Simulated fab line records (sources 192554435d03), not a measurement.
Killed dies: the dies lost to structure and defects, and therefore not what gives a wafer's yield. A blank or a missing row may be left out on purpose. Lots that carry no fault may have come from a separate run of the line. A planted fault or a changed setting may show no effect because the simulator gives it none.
Split-lot trial    flow n5-finfet    7 lots, 21 wafers read, on a route of 1938 steps

ABOUT THE SPLIT
At N5_SD_EPI_N_PEB_07 (peb time 60 s), the setting peb-time-s was moved away from the recipe's 60 s on 5 of the 21 wafers read, by -18.4% to +18.8%. All remaining wafers had this setting at the recipe value.

FROM SPLIT TO READING: 1 step shown by the file between the two
- N5_SD_EPI_N_DEVELOP_08: develop time 30 s

THE READING
cd-nm, in nm, at N5_SD_EPI_N_CD_MEAS_09 (target cd 120 nm). On this fab line, fault-free wafers typically give 120.2 nm with a standard deviation of 0.52 nm.

wafer   tool, chamber at the split  peb-time-s as run, s  against the recipe  cd-nm, nm  against lot-mates on the recipe
L074.2  litho-track-03, 0           60                    recipe              120.1      -
L074.3  litho-track-03, 0           60                    recipe              119.6      -
L074.6  litho-track-03, 0           64.15                 +6.9%               121.8      +2.0
L081.3  litho-track-03, 0           60                    recipe              119.3      -
L081.4  litho-track-03, 0           60                    recipe              119.7      -
L081.6  litho-track-03, 0           60                    recipe              120.0      -
L084.1  litho-track-03, 0           60                    recipe              119.1      -
L084.3  litho-track-03, 0           48.97                 -18.4%              111.9      -7.2
L084.4  litho-track-03, 0           48.97                 -18.4%              112.7      -6.4
L087.1  litho-track-05, 0           55.23                 -8.0%               117.0      -2.8
L087.2  litho-track-05, 0           60                    recipe              119.3      -
L087.5  litho-track-05, 0           60                    recipe              120.2      -
L090.2  litho-track-05, 0           60                    recipe              119.2      -
L090.5  litho-track-05, 0           60                    recipe              119.9      -
L090.6  litho-track-05, 0           60                    recipe              120.3      -
L091.1  litho-track-03, 0           71.29                 +18.8%              125.8      +5.3
L091.3  litho-track-03, 0           60                    recipe              120.2      -
L091.6  litho-track-03, 0           60                    recipe              120.8      -
L093.2  litho-track-02, 0           60                    recipe              120.6      -
L093.3  litho-track-02, 0           60                    recipe              120.4      -
L093.4  litho-track-02, 0           60                    recipe              120.5      -

THE FIT
A straight line over all 21 wafers: cd-nm changes by +0.372 nm for each +1% of peb-time-s; r = +0.98; the points scatter about the line by 0.61 nm.
The same after taking each lot's own level away (the mean of its wafers on the recipe; 21 wafers): +0.335 nm for each +1%; r = +0.99; scatter 0.43 nm.
According to that fit, moving peb-time-s by its largest amount changes the reading by 6.3 nm.
Across the lots, their own levels run from 119.10 to 120.50 nm, a range of 2.7 times the standard deviation given above.
So the lot-to-lot level changes the slope: the two fits differ.
Check: for one of the wafers moved furthest among these (+18.8%), held out of the fit, the line's prediction against its lot-mates is +6.75 nm. Against them it came out at +5.3 nm.

THESE WAFERS: OTHER SPLITS
Before the reading, these wafers also passed through other splits. Each is held against what the fit with the lots' levels taken away leaves over:
other split on the same wafers                     wafers away from the commonest value  r with cd-nm (lot level and that fit taken away)
N5_PMOS_HMC_CHANNEL_EPI_PEB_07 peb-time-s          6                                     -0.20
N5_PMOS_HMC_CHANNEL_EPI_DEVELOP_08 develop-time-s  4                                     +0.40
N5_FIN_SAQP_ETCH_65 time-s                         7                                     +0.30
N5_FIN_CUT_COAT_19 spin-rpm                        10                                    +0.35
N5_SPACER0_ALD_00 ald-cycles                       6                                     -0.12

THE WHOLE CHAIN: every reading that the file lists as answering this split, in the file's order
step                    what it does                                      reading                                                          change (the file's fit)                r (the file's)
N5_SD_EPI_N_CD_MEAS_09  target cd 120 nm                                  cd-nm                                                            +0.324 nm for each +1% of the setting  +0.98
N5_SD_EPI_N_DESCUM_14   chemistry O2, time 7.9 s                          SD_EPI_N.cd-nm (the simulator's own value, which no gauge read)  +0.323 nm for each +1% of the setting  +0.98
N5_SD_EPI_N_ETCH_35     etches SOC in N2/H2, overetch 108 nm, time 486 s  SD_EPI_N.cd-nm (the simulator's own value, which no gauge read)  +0.328 nm for each +1% of the setting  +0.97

FILE'S OWN FIT
cd-nm changes by +0.324 nm for each +1% of peb-time-s, r = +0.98.
